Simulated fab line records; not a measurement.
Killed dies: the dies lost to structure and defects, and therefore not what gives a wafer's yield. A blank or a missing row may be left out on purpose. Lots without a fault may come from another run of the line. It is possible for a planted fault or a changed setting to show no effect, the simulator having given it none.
Struck lot and sound lot, side by side    flow nandHarc    31 out of 1159 route steps
Sound: wafers L815.2, L815.3, L815.5. Wafers struck: L806.2, L806.3, L806.5. At the end, the cause is stated.
Each step with rows lists, per side, the tool, then ch with its chambers, then its first start. Under that, the readings that differ: sound wafers    struck wafers    difference of the means    sigmas: that difference in standard deviations of wafers without a fault.
alike: readings with means less than 2 such deviations apart, plus words and numbers identical on both sides. not compared: withheld readings, readings lacking a value on some wafer, bounds such as >300 that could conceal the same value, and numbers that have no deviation in the record and whose values overlap.
The two part at a step that has a row with sigmas, a row that says differs or no value, or rows on one side only. Numbers that don't overlap but have no deviation are shown without sigmas and don't part them. A reading missing from all wafers of one side parts the sides only when that side holds two or more wafers.

first, 10 steps without rows for these wafers: NHARC_A_SGD_CUT_PRECLEAN_18 (cleans in SC1); NHARC_A_SGD_CUT_SRD_19; NHARC_A_SGD_CUT_DEP_20 (deposits SiO2, target thk 150 nm); NHARC_A_SGD_CUT_ANNEAL_27 (time 1800 s); NHARC_A_SGD_CUT_CMP_21 (polishes, target thk 148.19 nm); NHARC_A_SGD_CUT_SRD_23; NHARC_A_SGD_CUT_ETCH_26 (etches SiO2 in dHF, target depth 45.8 nm); NHARC_A_SGD_CUT_ETCHBACK_24 (etches the open film in CH3F/O2, target depth 50 nm, time 92.857 s); NHARC_A_SGD_CUT_STRIP_28 (strips in O2, time 20 s); NHARC_A_SLIT_DEP_25 (deposits SiO2, target thk 200 nm).
NHARC_A_SLIT_DEP_00: deposits aC, target thk 3200 nm.
  sound on aclDep-01 ch 0, day 18 01:26; struck on aclDep-02 ch 0, day 14 23:34
  alike: throttleValvePct
then, 19 steps without rows for these wafers: NHARC_A_SLIT_DEP_23 (deposits SiON, target thk 100 nm); NHARC_A_SLIT_DEHYDRATE_01 (time 120 s); NHARC_A_SLIT_HMDS_02 (time 30 s); NHARC_A_SLIT_COAT_03 (resist thk 90 nm); NHARC_A_SLIT_SOFTBAKE_04 (time 55 s); NHARC_A_SLIT_EBR_05; NHARC_A_SLIT_EXPOSE_06 (exposes mask SLIT); NHARC_A_SLIT_PEB_07 (peb time 65 s); NHARC_A_SLIT_DEVELOP_08 (develop time 35 s); NHARC_A_SLIT_DESCUM_14 (chemistry O2, time 3 s); NHARC_A_SLIT_ETCH_24 (etches the open film in CF4/CHF3, target depth 121 nm, time 60.5 s); NHARC_A_SLIT_ETCH_15 (etches the open film in O2/COS, target depth 3200 nm, time 832 s); NHARC_A_SLIT_ETCH_17 (etches the open film in C4F8/O2/Ar, time 1687.5 s, target depth 10100 nm); NHARC_A_SLIT_ETCH_26 (etches the open film in C4F8/O2/Ar, time 90 s, target depth 400 nm); NHARC_A_SLIT_STRIP_28 (strips in O2/COS); NHARC_A_SLIT_ETCH_29 (etches the open film in CF4/O2, target depth 100 nm, overetch 10 nm, time 55 s); NHARC_A_SLIT_STRIP_18 (strips in O2); NHARC_A_SLIT_PRECLEAN_19 (cleans in SC1); NHARC_A_SLIT_SRD_20.
-- record jumps: 6 days between struck wafers' starts before vs after; left off in module A_SLIT, resumes in module END, first step shown is number 1159 of the route --
NHARC_END_SORT_01:
  sound on prober-01 ch 0, day 23 01:15; struck on prober-01 ch 0, day 21 08:48
reading            sound     struck       difference  sigmas
killedAtArray      36 24 27  664 657 663  +632        +57
killedAtPeriphery  3 2 1     7 10 3       +5          +2
killedDies         41 26 31  672 668 668  +637        +58
  alike: killedAtOther, killedOpen, killedShort

== WHERE THEY PART ==
At NHARC_END_SORT_01 and nowhere else, as far as this record goes.

WHY: what had been put in by the simulator
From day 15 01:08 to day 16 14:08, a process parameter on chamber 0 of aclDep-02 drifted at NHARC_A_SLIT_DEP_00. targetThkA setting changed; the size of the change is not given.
